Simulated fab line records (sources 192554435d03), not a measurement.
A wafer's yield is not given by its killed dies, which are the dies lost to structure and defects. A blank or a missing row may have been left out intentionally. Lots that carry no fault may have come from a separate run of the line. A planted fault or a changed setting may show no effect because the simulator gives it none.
One fault through the eyes of 2 desks	flow n5-finfet	what lay behind the numbers comes last; until then each desk has only its own

== AT THE TOOL OWNER'S DESK: rie-diel-01 ==
The tool's own readings at N5_BEOL_M12_ETCH_59 (etches BARC in N2/H2, target depth 89 nm, overetch 26.7 nm, time 67.9 s): means of the sampled wafers that have a number, for each lot that ran on this tool. The brackets show how far a lot's mean lies from the usual mean; more than 4 standard deviations puts the lot out of limits, marked OUT.
Columns: A = drypump-motor-current-A at N5_BEOL_M12_ETCH_59, usual 5.5 A; B = h2-flow-sccm at N5_BEOL_M12_ETCH_59, usual 200.1 sccm; C = oes-product-au at N5_BEOL_M12_ETCH_59, usual 0.69 a.u.; D = rf-vpp-V at N5_BEOL_M12_ETCH_59, usual 524.4 V; E = showerhead-plenum-p-Torr at N5_BEOL_M12_ETCH_59, usual 2.57 Torr; F = throttle-valve-pct at N5_BEOL_M12_ETCH_59, usual 17.84 %
lot	first seen here	A	B	C	D	E	F
L313	day 10 07:24	5.8	200.0	0.68	527.4	2.66	17.77
L317	day 12 04:58	5.8	200.2	0.67	527.0	2.65	17.77
L323	day 13 21:02	5.7	193.7 (-11) OUT	0.70	525.6	2.58	17.52
Finding of this desk: L323 out of limits; the first was L323 at day 13 21:02, on h2-flow-sccm at N5_BEOL_M12_ETCH_59. L313, L317: within limits.

== METROLOGY DESK ==
What the gauges read, lot by lot, whatever tool the lot ran on: means of the sampled wafers that have a number. The brackets show how far a lot's mean lies from the usual mean; more than 4 standard deviations puts the lot out of limits, marked OUT.
Columns: A = M12_ILD_THK at N5_BEOL_M12_THK_MEAS_01, usual 659 nm
lot	first seen here	A
L313	day 10 06:51	659
L314	day 11 10:50	661
L317	day 12 04:24	662
L318	day 12 13:36	658
L322	day 13 02:29	657
L323	day 13 20:37	662
L324	day 14 06:58	652
L331	day 15 07:56	658
L333	day 16 12:19	659
L336	day 17 04:41	663
L335	day 17 15:16	658
This desk found nothing out of limits on any of the 11 lots.

== TAKEN TOGETHER ==
The tool owner's desk could have raised an alarm at day 13 21:02, on L323.
Metrology desk: nothing out of limits seen.
The metrology desk holds a record of L323, inside its limits.
All the named lots went through N5_BEOL_M12_ETCH_59 on rie-diel-01.

== WHAT THE SIMULATOR PUT IN ==
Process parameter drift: rie-diel-01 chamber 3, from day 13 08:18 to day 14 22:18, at N5_BEOL_M12_ETCH_59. A move of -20 in setting h2-flow-sccm, from 200. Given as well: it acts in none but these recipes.
Struck lots among those shown: L323.
Hours from the fault's start to each desk's first reading out of limits: the tool owner's desk, 13.
